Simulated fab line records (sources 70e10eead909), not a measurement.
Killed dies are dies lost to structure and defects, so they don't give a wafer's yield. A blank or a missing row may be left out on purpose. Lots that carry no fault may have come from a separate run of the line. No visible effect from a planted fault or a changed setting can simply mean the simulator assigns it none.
Matching of chambers ; flow nandHarc ; rieDiel-08 running NHARC_A_CONTACT_ETCH_102: 4 sister chambers
The step etches the open film in CF4/O2, target depth 100 nm, overetch 10 nm, time 55 s. 20 wafers are shown with their chamber, then 10 later ones without.

== WAFERS WITH THEIR CHAMBER ==
wafer;chamber;drypumpMotorCurrentA (A);showerheadPlenumPTorr (Torr);rfFwdPowerW (W)
L494.2;2;5.3;1.40;296.9
L494.3;3;5.6;1.41;296.6
L494.5;3;5.6;1.41;295.4
L495.2;1;6.1;1.31;296.7
L495.4;2;5.3;1.40;296.6
L495.6;2;5.3;1.40;295.9
L501.2;1;6.1;1.31;295.9
L501.4;0;5.6;1.32;298.4
L501.6;1;6.1;1.31;294.5
L503.4;3;5.6;1.40;296.4
L503.5;3;5.6;1.40;297.4
L503.6;0;5.6;1.32;299.6
L505.2;0;5.7;1.32;297.7
L505.5;2;5.3;1.39;296.7
L505.6;3;5.6;1.40;295.6
L508.1;2;5.3;1.39;296.1
L508.2;0;5.6;1.32;295.9
L508.5;1;6.1;1.31;296.0
L512.1;3;5.6;1.40;296.3
L512.2;2;5.3;1.39;296.7

SIGNATURES, as means of the wafers listed above
reading;chamber 0;chamber 1;chamber 2;chamber 3;scatter within a chamber
drypumpMotorCurrentA;5.625;6.100;5.300;5.600;0.0217
showerheadPlenumPTorr;1.3200;1.3100;1.3950;1.4033;0.00421
rfFwdPowerW;297.900;295.775;296.483;296.283;0.905
Rule: a wafer's distance from a chamber is the root of the sum, over the readings, of the square of ((its reading less the chamber's mean) divided by the reading's scatter). If the next closest chamber is less than 2 further off than the closest, the wafer can't be placed; otherwise it belongs to the closest. The scatter: the root of (the sum of the squares of (reading less its chamber's mean) over the shown wafers, divided by (wafers less chambers)).

== WAFERS WHOSE CHAMBER IS MISSING ==
wafer;drypumpMotorCurrentA (A);showerheadPlenumPTorr (Torr);rfFwdPowerW (W)
L512.6;5.3;1.39;296.1
L513.1;6.1;1.31;295.6
L513.2;5.3;1.39;297.4
L513.6;5.3;1.39;297.8
L514.2;5.3;1.39;296.5
L514.4;5.6;1.31;297.9
L514.5;5.6;1.31;299.2
L515.2;5.3;1.39;296.6
L515.3;5.6;1.40;295.8
L515.4;6.1;1.31;295.8

== THE CHAMBER EACH PASSED THROUGH ==
wafer;from the rows above;in truth
L512.6;2;2
L513.1;1;1
L513.2;2;2
L513.6;2;2
L514.2;2;2
L514.4;0;0
L514.5;0;0
L515.2;2;2
L515.3;3;3
L515.4;1;1
10 of 10 placed correctly. Left unplaced by these rows: 0. Number placed wrongly: 0.
